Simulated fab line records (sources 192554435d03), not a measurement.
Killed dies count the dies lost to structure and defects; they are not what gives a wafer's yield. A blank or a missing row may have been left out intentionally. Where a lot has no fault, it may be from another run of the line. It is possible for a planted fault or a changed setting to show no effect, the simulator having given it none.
2 desks, one fault    flow n5 finfet    what lay behind the numbers comes last; until then each desk has only its own

== AT THE METROLOGY DESK ==
Means of the sampled wafers that have a number, per lot and without regard to the tool the lot ran on: this is what the gauges read. The brackets show how far a lot's mean lies from the usual mean; more than 4 standard deviations puts the lot out of limits, marked OUT. Readings shown: 7 out of 11 (the first out of limits, and those lying furthest out on some lot).
Columns: A = thk nm at N5_BEOL_M0_SAQP_THK_MEAS_05, usual 59.9 nm; B = DIBL_P at N5_BEOL_M4_RC_MEAS_101, usual 36.2 mV/V; C = IOFF_N at N5_BEOL_M4_RC_MEAS_101, usual 0.16 nA/um; D = IOFF_P at N5_BEOL_M4_RC_MEAS_101, usual 0.21 nA/um; E = ION_N at N5_BEOL_M4_RC_MEAS_101, usual 679 uA/um; F = ION_P at N5_BEOL_M4_RC_MEAS_101, usual 465 uA/um; G = VT_P at N5_BEOL_M4_RC_MEAS_101, usual -251 mV
lot   first seen here  A               B     C     D     E    F    G
L989  day 6 10:03      59.3            33.4  0.14  0.19  674  462  -251
L998  day 8 07:44      59.3            38.4  0.18  0.26  682  471  -247
L100  day 8 15:26      59.9            35.8  0.14  0.21  679  469  -250
L101  day 8 23:03      58.9            35.6  0.15  0.24  679  474  -245
L103  day 9 04:11      60.6            35.2  0.17  0.20  693  463  -251
L104  day 9 09:52      59.7            37.1  0.17  0.20  682  460  -254
L108  day 10 17:27     47.9 (-15) OUT  38.0  0.17  0.23  680  466  -252
L109  day 10 22:01     47.1 (-16) OUT  36.9  0.18  0.21  697  466  -250
L110  day 11 15:04     47.8 (-15) OUT  39.7  0.21  0.24  683  468  -250
Finding of this desk: L108, L109, L110 out of limits; the first was L108 at day 10 17:27, on thk nm at N5_BEOL_M0_SAQP_THK_MEAS_05. In limits: L989, L998, L100, L101, L103, L104.

== DESK OF THE TOOL OWNER: pecvd-04 ==
The tool's own readings at N5_BEOL_M0_SAQP_PECVD_04 (deposits a-Si from SiH4/He, target thk 60 nm, time 60.2 s): means of the sampled wafers that have a number, for each lot that ran on this tool. The brackets show how far a lot's mean lies from the usual mean; more than 4 standard deviations puts the lot out of limits, marked OUT.
Columns: A = heater power w at N5_BEOL_M0_SAQP_PECVD_04, usual 628 W; B = showerhead plenum p Torr at N5_BEOL_M0_SAQP_PECVD_04, usual 5.67 Torr; C = susceptor temp C at N5_BEOL_M0_SAQP_PECVD_04, usual 349.97 C; D = throttle valve pct at N5_BEOL_M0_SAQP_PECVD_04, usual 18.0 %
lot   first seen here  A    B     C       D
L998  day 8 07:38      589  5.72  350.09  17.3
L100  day 8 15:19      620  5.69  349.66  16.8
L104  day 9 09:46      628  5.67  350.01  17.5
L108  day 10 17:21     639  5.68  350.03  17.5
L109  day 10 21:55     574  5.70  350.21  16.2
L110  day 11 14:58     560  5.72  349.92  17.2
This desk found nothing out of limits on any of the 6 lots.

== TAKEN TOGETHER ==
The metrology desk could have raised an alarm at day 10 17:27, on L108, L109, L110.
The tool owner's desk saw nothing out of limits.
The tool owner's desk has L108, L109, L110 on record, within its limits.
On pecvd-04, each named lot ran N5_BEOL_M0_SAQP_PECVD_04.

== WHAT THE SIMULATOR HAD PUT IN ==
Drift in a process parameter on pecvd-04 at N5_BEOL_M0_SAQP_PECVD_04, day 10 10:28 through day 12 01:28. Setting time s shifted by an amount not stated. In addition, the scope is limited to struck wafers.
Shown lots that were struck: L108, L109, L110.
Hours from the fault's start to each desk's first reading out of limits: the metrology desk, 7.
